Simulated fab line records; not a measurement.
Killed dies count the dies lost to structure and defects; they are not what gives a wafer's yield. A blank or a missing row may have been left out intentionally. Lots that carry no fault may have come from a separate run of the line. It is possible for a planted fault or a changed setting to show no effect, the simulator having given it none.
Problem report in the 8D (eight disciplines) form, filled by code	flow nand harc	the parts of the form that need people (team, actions taken, sign-off) are left out

== 1. WHAT WENT WRONG ==
Wafers without a fault read 55, standard deviation 15; killed at array at NHARC_END_SORT_01 reads a mean of 673 on 4 wafers belonging to 3 lots. Relative to the usual mean, that is a shift of +41 standard deviations.
First observed at day 24 21:17: wafer L863.2, on prober-02. At this step, 7 wafers from 3 lots have a number in the record. Rule for "out" (also "out of limits"): further than 4 standard deviations from the usual mean. All remaining wafers that have a number are taken as sound.

== 2. WHAT IT IS, AND WHAT IT ISN'T ==
question	is	is not
which readings at this step	killed at array, killed dies	killed at other, killed at periphery, killed open, killed short
which lots	L862, L863, L865	-
which wafers of those lots	L862.5, L863.2, L865.2, L865.5	L862.1, L863.1, L865.4
read on which gauges	prober-01, prober-02	-
when	from day 24 21:17	up to then (2 sound wafers); but 1 sound wafer of L865 came after

== 3. THE SUSPECTS, EACH WITH WHAT RULES IT OUT ==
Counting: a tool at a process step up to the reading stays a suspect if it ran every lot that is out. Sound lots after the first of them don't rule it out here, since some wafers of a struck lot are sound.
- the gauge at NHARC_END_SORT_01: ruled out. 2 gauges (prober-01, prober-02) read the wafers that are out.
- acl dep-02 at NHARC_A_CHANNEL_HOLE_D1_DEP_00 (deposits aC, target thk 3100 nm): kept. It ran every lot that is out, first L863 (day 8 20:22).
The count leaves acl dep-02 at NHARC_A_CHANNEL_HOLE_D1_DEP_00.

== 4. THE CAUSE (what the simulator had put in) ==
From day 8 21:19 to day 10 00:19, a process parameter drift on acl dep-02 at NHARC_A_CHANNEL_HOLE_D1_DEP_00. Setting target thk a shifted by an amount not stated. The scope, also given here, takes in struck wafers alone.
Only this tool survived the counting.

== 5. SEQUENCE OF EFFECTS, ordered by route ==
Each row: a reading whose mean over the struck wafers that have a number lies more than 3 standard deviations from the usual. Scope: only readings with a usual standard deviation given in the record; hours: median across lots of the time from each lot's start at the first step in this table that gives one to its start at this step; sigmas: change in usual standard deviations.
hours	step	reading	usual	on struck wafers	change	sigmas
0	NHARC_END_SORT_01	killed at array	55	673	+618	+41
0	NHARC_END_SORT_01	killed dies	59	677	+618	+41

== 6. WHAT WOULD HAVE CAUGHT IT SOONER ==
Counted from the fault's start at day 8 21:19, it took 384 hours until the first out-of-limits reading at a measuring or inspecting step in this record, taken at day 24 21:17.
No tool reading at NHARC_A_CHANNEL_HOLE_D1_DEP_00 that has a usual standard deviation in the record was out on any struck wafer, so an alarm limit of 4 standard deviations on those readings would not have fired.
By day 24 21:17, every lot that is out (3) had started NHARC_A_CHANNEL_HOLE_D1_DEP_00 on acl dep-02. Had the tool been put on hold then, not one of them would have been saved.
